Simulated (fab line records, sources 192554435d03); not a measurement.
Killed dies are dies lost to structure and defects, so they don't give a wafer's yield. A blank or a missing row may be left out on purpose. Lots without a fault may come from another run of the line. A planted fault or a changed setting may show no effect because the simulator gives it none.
A struck lot beside a sound one | flow n5_finfet | 42 steps out of a route of 1938
Sound: wafers L566.1, L566.4, L566.5. Struck: wafer L573.5. (L573.3, L573.4 of the same lot were not struck and are left out.) The cause comes at the end.
At each step with rows: each side's tool, then ch and its chambers, then its first start. Under that, the readings that differ: sound wafers | struck wafers | difference of the means | sigmas: that difference in standard deviations of wafers without a fault.
alike: readings whose means differ by less than 2 such deviations, and words and numbers that are the same on both sides. not compared: withheld readings, readings that some wafer has no value for, bounds like >300 that may hide the same value, and numbers for which the record gives no deviation and whose values overlap.
The two part at a step that has a row with sigmas, a row that says differs or no value, or rows on one side only. Numbers that don't overlap but have no deviation are shown without sigmas and don't part them. A reading that every wafer of one side lacks parts them only if that side has two wafers or more.

first, 8 steps without rows for these wafers: N5_BEOL_M2_ANNEAL_51 (time 90 s); N5_BEOL_M2_CMP_52 (polishes, stops on SiOC, t overpolish 6.8 s, target thk 40 nm); N5_BEOL_M2_PRE_CLEAN_60 (time 15 s); N5_BEOL_M2_CO_CAP_55 (material Co, precursor CCTBA/H2, target thk 2 nm, time 102.1 s); N5_BEOL_M2_PRE_CLEAN_56 (time 15 s); N5_BEOL_M2_DEP_57 (deposits SiCN from 3MS/NH3, target thk 8 nm, time 14 s); N5_BEOL_M3_ILD_DEP_00 (deposits SiOC from DEMS/O2, target thk 79 nm, time 15.3 s); N5_BEOL_M3_PECVD_72 (deposits SiO2 from TEOS/O2, target thk 16 nm, time 18 s).
N5_BEOL_M3_HM_DEP_02: deposits TiN, target thk 20 nm.
  sound on pvd_sputter-03, day 8 04:46; struck on pvd_sputter-03, day 10 10:10
  reading                                    | sound        | struck | difference | sigmas
  model.TiN_of_BEOL_M3_HM_DEP_02.thk_nm (nm) | 20 20.2 20.2 | 30.2   | +10.1      |
  alike: throttle_valve_pct
then, 16 steps without rows for these wafers: N5_BEOL_M3_COAT_61 (time 60 s, resist thk 60 nm); N5_BEOL_M3_COAT_62 (time 60 s, resist thk 12 nm); N5_BEOL_M3_COAT_73 (time 60 s, resist thk 5 nm); N5_BEOL_M3_COAT_05 (resist thk 30 nm); N5_BEOL_M3_EBR_07; N5_BEOL_M3_SOFTBAKE_06 (time 60 s); N5_BEOL_M3_EXPOSE_08 (exposes mask M3); N5_BEOL_M3_PEB_09 (peb time 60 s); N5_BEOL_M3_DEVELOP_10 (develop time 30 s); N5_BEOL_M3_DESCUM_16 (chemistry O2, time 7 s); N5_BEOL_M3_ETCH_74 (etches underlayer in N2/H2, target depth 6.5 nm, time 5.2 s); N5_BEOL_M3_ETCH_63 (etches SiARC in CF4, target depth 15.6 nm, time 26 s); N5_BEOL_M3_ETCH_64 (etches SOC in N2/H2, target depth 75 nm, overetch 15 nm, time 112.5 s); N5_BEOL_M3_STRIP_65 (strips in N2/H2); N5_BEOL_M3_STRIP_75 (strips in N2/H2); N5_BEOL_M3_STRIP_66 (strips in CF4).
N5_BEOL_M3_HM_OPEN_17: chemistry Cl2/BCl3, target TiN, target depth 20 nm, overetch 6 nm.
  sound on rie_metal-02 ch 0, day 8 05:48; struck on rie_metal-02 ch 1, day 10 10:58
  reading                     | sound             | struck | difference | sigmas
  drypump_motor_current_A (A) | 5.64 5.62 5.63    | 6.27   | +0.64      | +2
  throttle_valve_pct (%)      | 22.09 22.09 22.07 | 21.70  | -0.38      | -3
  model.etch.depth_nm (nm)    | 19.98 20.12 20.28 | 25.88  | +5.75      |
  alike: oes_product_au
  not compared: rf_hours_counter_h
then, 8 steps without rows for these wafers: N5_BEOL_M3_STRIP_19 (strips in O2); N5_BEOL_M3_COAT_67 (time 60 s, resist thk 60 nm); N5_BEOL_M3_COAT_68 (time 60 s, resist thk 12 nm); N5_BEOL_M3_COAT_76 (time 60 s, resist thk 5 nm); N5_BEOL_M3_COAT_22 (resist thk 30 nm); N5_BEOL_M3_EBR_24; N5_BEOL_M3_SOFTBAKE_23 (time 60 s); N5_BEOL_M3_EXPOSE_25 (exposes mask V2, defocus 5 nm).
N5_BEOL_M3_ETCHBACK_99: etches SiO2 in CHF3, target depth 5 nm, time 10.4 s.
  sound on rie_diel-02 ch 0,1,3, day 8 07:56; struck on rie_diel-02 ch 0, day 10 15:05
  reading               | sound          | struck | difference | sigmas
  oes_product_au (a.u.) | 0.74 0.78 0.70 | 0.28   | -0.46      | -6
  alike: CHF3_flow_sccm, drypump_motor_current_A, rf_vpp_V, showerhead_plenum_p_Torr, throttle_valve_pct
  not compared: rf_hours_counter_h
N5_BEOL_M3_VIA_ETCH_34: etches the open film in C4F6/O2, target depth 69.4 nm, time 65.9 s.
  sound on rie_diel-02 ch 0,1,3, day 8 08:04; struck on rie_diel-02 ch 0, day 10 15:13
  reading               | sound          | struck | difference | sigmas
  oes_product_au (a.u.) | 0.75 0.79 0.71 | 0.28   | -0.47      | -6
  alike: drypump_motor_current_A, oes_o_777_au, rf_vpp_V, showerhead_plenum_p_Torr, throttle_valve_pct
  not compared: rf_hours_counter_h
N5_BEOL_M3_TRENCH_ETCH_37: etches SiOC in C4F6/O2, target depth 55.555 nm, time 29.2 s.
  sound on rie_diel-02 ch 0,1,3; struck on rie_diel-02 ch 0
  reading                                    | sound        | struck | difference | sigmas
  model.TiN_of_BEOL_M3_HM_DEP_02.thk_nm (nm) | 17.8 17.8 18 | 28     | +10        |
  alike: drypump_motor_current_A, oes_o_777_au, oes_product_au, rf_vpp_V, showerhead_plenum_p_Torr, throttle_valve_pct
  not compared: rf_hours_counter_h
N5_BEOL_M3_OCD_MEAS_38:
  sound on ocd-01, day 8 08:20; struck on ocd-02, day 10 15:29
  reading              | sound          | struck | difference | sigmas
  trench_depth_nm (nm) | 53.9 55.5 53.5 | 2.2    | -52.1      | -47
N5_BEOL_M3_CD_MEAS_35: target cd 18 nm, target cd y 21 nm.
  sound on cd_sem-01, day 8 08:31; struck on cd_sem-01, day 10 15:38
  not compared: cd_nm
N5_BEOL_M3_THK_MEAS_53: measures by xrf.
  sound on film_metro-02, day 8 14:44; struck on film_metro-02, day 10 19:27
  not compared: M3_THK
N5_BEOL_M4_RC_MEAS_101:
  the record has rows for the sound wafers here (prober-02 ch 0, day 9 02:42) and none for the struck ones
-- the record jumps here: 5 days lie between the struck wafers' starts before and after (it left off in module BEOL_M4 and takes up again in module PASSIVATION, whose first step shown is number 1936 of the route) --
N5_PASSIVATION_PROBE_49:
  sound on prober-02, day 13 02:31; struck on prober-01, day 15 09:39
  reading                  | sound          | struck | difference | sigmas
  defect_limited_yield (%) | 91.8 90.8 93.3 | 4.7    | -87.3      | -51
  killed_at_M0_to_M3       | 33 33 22       | 1058   | +1029      | +99 or more
  killed_dies              | 97 108 79      | 1125   | +1030      | +52
  killed_on_rim            | 11 15 9        | 129    | +117       | +29
  sort_bin_5_function (%)  | 5.6 5.5 4.0    | 92.6   | +87.6      | +80
  sort_n_pass              | 1083 1072 1101 | 55     | -1030      | -49
  sort_yield_pct (%)       | 91.8 90.8 93.3 | 4.7    | -87.3      | -51
  alike: killed_at_M4_up, killed_at_contacts, killed_at_front_end, killed_at_other, killed_open, killed_short, sort_bin_6_memory

WHERE THEY PART
First at N5_BEOL_M3_HM_OPEN_17; last, within this record, at N5_PASSIVATION_PROBE_49.

WHY: what the simulator had put in
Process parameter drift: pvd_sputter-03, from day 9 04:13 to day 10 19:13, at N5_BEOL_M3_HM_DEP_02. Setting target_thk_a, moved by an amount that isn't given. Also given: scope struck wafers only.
